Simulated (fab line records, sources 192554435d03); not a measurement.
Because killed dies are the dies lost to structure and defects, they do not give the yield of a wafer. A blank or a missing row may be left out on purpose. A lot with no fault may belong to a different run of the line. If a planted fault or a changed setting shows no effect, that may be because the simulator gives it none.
The tool behind it: which one?    flow n5_finfet    Sampling: 21 lots, 63 wafers, 3 of 1938 route steps

== WHAT THE GAUGES SHOWED, per wafer ==
N5_BEOL_M9_CD_MEAS_11: target cd 64.1 nm. Usual: cd_nm reads 64.5 nm (standard deviation 0.55).
lot   measured      on         cd_nm (nm)      flag
L075  day 10 09:23  cd_sem-02  64.0 63.9 64.0  
L077  day 10 22:39  cd_sem-02  63.5 63.5 64.0  
L076  day 10 22:27  cd_sem-03  64.0 65.0 64.6  
L078  day 11 10:44  cd_sem-01  63.9 64.3 64.5  
L079  day 11 10:41  cd_sem-03  65.2 65.5 65.9  
L080  day 11 11:10  cd_sem-02  64.3 64.8 65.0  
L081  day 12 08:51  cd_sem-01  64.7 64.8 64.8  
L082  day 12 09:01  cd_sem-02  64.3 63.4 63.7  
L084  day 12 15:06  cd_sem-02  64.3 64.7 65.3  
L083  day 12 15:39  cd_sem-02  64.8 64.5 64.6  
L085  day 13 13:42  cd_sem-02  64.9 63.7 64.8  
L087  day 13 13:54  cd_sem-02  64.7 64.9 64.9  
L088  day 13 13:58  cd_sem-03  63.7 64.7 64.7  
L086  day 13 14:11  cd_sem-02  65.0 65.2 64.5  
L089  day 13 18:50  cd_sem-03  64.7 65.1 63.6  
L091  day 13 23:41  cd_sem-02  64.4 63.7 64.2  
L090  day 14 09:31  cd_sem-03  65.5 64.2 64.6  
L093  day 14 19:53  cd_sem-01  65.1 64.2 64.6  
L094  day 15 04:28  cd_sem-03  65.1 64.8 63.9  
L095  day 15 12:36  cd_sem-03  64.3 64.8 64.4  
L096  day 16 12:20  cd_sem-01  63.9 64.2 65.1  

== TOOL THAT RAN EACH LOT (tool first, then ch and the chambers of the sampled wafers, then the start) ==
lot   N5_BEOL_M8_ETCH_72                  N5_BEOL_M8_PRE_CLEAN_45
L075  rie_diel-05 ch 0,1,2, day 10 05:11  pvd_sputter-01, day 10 06:13
L077  rie_diel-05 ch 1,3, day 10 13:32    pvd_sputter-01, day 10 14:29
L076  rie_diel-03 ch 1,2,3, day 10 13:56  pvd_sputter-03, day 10 14:56
L078  rie_diel-05 ch 1,3, day 11 03:46    pvd_sputter-03, day 11 05:01
L079  rie_diel-01 ch 0,1,3, day 11 03:51  pvd_sputter-03, day 11 05:06
L080  rie_diel-03 ch 0,3, day 11 03:55    pvd_sputter-01, day 11 06:30
L081  rie_diel-03 ch 0,3, day 12 01:23    pvd_sputter-02, day 12 02:47
L082  rie_diel-01 ch 0,1,2, day 12 01:27  pvd_sputter-03, day 12 02:49
L084  rie_diel-03 ch 1,2,3, day 12 07:53  pvd_sputter-02, day 12 09:03
L083  rie_diel-01 ch 1,2, day 12 08:10    pvd_sputter-01, day 12 09:45
L085  rie_diel-01 ch 0,1, day 13 06:25    pvd_sputter-01, day 13 07:50
L087  rie_diel-03 ch 2,3, day 13 06:29    pvd_sputter-01, day 13 07:59
L088  rie_diel-03 ch 2,3, day 13 07:05    pvd_sputter-03, day 13 08:48
L086  rie_diel-05 ch 0,2,3, day 13 07:19  pvd_sputter-03, day 13 08:53
L089  rie_diel-05 ch 1,2,3, day 13 12:58  pvd_sputter-01, day 13 14:02
L091  rie_diel-01 ch 0,1,2, day 13 19:10  pvd_sputter-01, day 13 20:10
L090  rie_diel-03 ch 0,1,3, day 14 03:41  pvd_sputter-01, day 14 05:00
L093  rie_diel-05 ch 2,3, day 14 13:03    pvd_sputter-03, day 14 14:19
L094  rie_diel-03 ch 0,3, day 14 23:15    pvd_sputter-03, day 15 00:37
L095  rie_diel-03 ch 0,2, day 15 06:19    pvd_sputter-03, day 15 07:49
L096  rie_diel-03 ch 0,1,2, day 16 05:45  pvd_sputter-03, day 16 07:55
- N5_BEOL_M8_ETCH_72: etches underlayer in N2/H2, target depth 6.5 nm, time 5.2 s.
- N5_BEOL_M8_PRE_CLEAN_45: time 30 s.

== AS READ BY THE TOOLS THEMSELVES (means over the sampled wafers that have a number; for cases with no such wafer, the mark the record gives instead) ==
N5_BEOL_M8_ETCH_72. Usual: drypump_motor_current_A 5.70 A, standard deviation 0.29; etch_rf_on_time_s 5.03 s, standard deviation 0.17; h2_flow_sccm 200.0 sccm, standard deviation 0.59; n2_flow_sccm 200.0 sccm, standard deviation 0.65; oes_product_au 0.68 a.u., standard deviation 0.076; rf_vpp_V 523.8 V, standard deviation 2.9; showerhead_plenum_p_Torr 2.53 Torr, standard deviation 0.086; throttle_valve_pct 17.93 %, standard deviation 0.24.
lot   tool         drypump_motor_current_A (A)  etch_rf_on_time_s (s)  h2_flow_sccm (sccm)  n2_flow_sccm (sccm)  oes_product_au (a.u.)  rf_vpp_V (V)  showerhead_plenum_p_Torr (Torr)  throttle_valve_pct (%)  flag
L075  rie_diel-05  5.83                         5.05                   199.8                199.8                0.72                   523.7         2.53                             17.84                   
L077  rie_diel-05  5.47                         5.02                   199.6                199.6                0.76                   524.1         2.51                             17.81                   
L076  rie_diel-03  5.59                         4.98                   199.8                199.7                0.64                   521.0         2.46                             17.88                   
L078  rie_diel-05  5.47                         4.89                   199.8                199.8                0.77                   523.6         2.50                             17.82                   
L079  rie_diel-01  5.78                         5.09                   200.1                200.6                0.70                   526.9         2.63                             17.71                   
L080  rie_diel-03  5.58                         4.97                   200.6                200.7                0.64                   525.5         2.60                             18.08                   
L081  rie_diel-03  5.58                         4.97                   199.4                199.8                0.62                   525.3         2.59                             18.09                   
L082  rie_diel-01  6.11                         5.04                   199.9                200.0                0.69                   524.9         2.58                             17.79                   
L084  rie_diel-03  5.58                         4.93                   200.2                200.0                0.64                   522.0         2.45                             17.89                   
L083  rie_diel-01  6.02                         5.25                   200.2                200.0                0.68                   526.4         2.62                             17.72                   
L085  rie_diel-01  6.02                         5.27                   200.4                200.1                0.64                   526.9         2.60                             17.77                   
L087  rie_diel-03  5.71                         5.09                   200.3                200.3                0.64                   521.1         2.47                             17.92                   
L088  rie_diel-03  5.65                         4.97                   200.5                199.9                0.67                   523.7         2.51                             17.84                   
L086  rie_diel-05  5.64                         4.98                   200.0                200.5                0.71                   523.0         2.49                             18.12                   
L089  rie_diel-05  5.67                         4.95                   200.0                200.0                0.73                   523.5         2.51                             17.96                   
L091  rie_diel-01  6.11                         5.09                   200.3                199.7                0.68                   524.5         2.57                             17.81                   
L090  rie_diel-03  5.53                         4.95                   200.3                199.6                0.70                   525.6         2.61                             17.90                   
L093  rie_diel-05  5.47                         4.90                   200.5                200.7                0.74                   520.5         2.47                             18.19                   
L094  rie_diel-03  5.59                         5.06                   200.1                199.8                0.61                   525.6         2.58                             18.13                   
L095  rie_diel-03  5.66                         5.11                   200.2                199.6                0.59                   521.1         2.47                             18.13                   
L096  rie_diel-03  5.54                         5.12                   199.7                200.2                0.74                   524.4         2.56                             17.87                   

N5_BEOL_M8_PRE_CLEAN_45. Usual: heater_power_w reads 338 W (standard deviation 22).
lot   tool            heater_power_w (W)  flag
L075  pvd_sputter-01  349                 
L077  pvd_sputter-01  331                 
L076  pvd_sputter-03  337                 
L078  pvd_sputter-03  330                 
L079  pvd_sputter-03  331                 
L080  pvd_sputter-01  363                 
L081  pvd_sputter-02  325                 
L082  pvd_sputter-03  338                 
L084  pvd_sputter-02  324                 
L083  pvd_sputter-01  336                 
L085  pvd_sputter-01  330                 
L087  pvd_sputter-01  349                 
L088  pvd_sputter-03  328                 
L086  pvd_sputter-03  329                 
L089  pvd_sputter-01  331                 
L091  pvd_sputter-01  349                 
L090  pvd_sputter-01  355                 
L093  pvd_sputter-03  336                 
L094  pvd_sputter-03  346                 
L095  pvd_sputter-03  331                 
L096  pvd_sputter-03  338                 

== THE ANSWER, worked out from the rows above alone ==
Rule: take the mean of a lot's wafers that have a number; if it is more than 3 standard deviations from the usual mean, the lot is off. A lot without any number at a reading at which 4 lots or more have one is off too. All remaining lots with rows at the step are treated as sound. First the gauges in route order, then the tools' own readings, where a lot's mean is used as printed above. At the first step where some lot is off, the reading lying furthest off is the one used; lots without a number count as furthest.
No lot is off at any reading shown: from this, nothing can be told.

== WHAT THE SIMULATOR PUT IN ==
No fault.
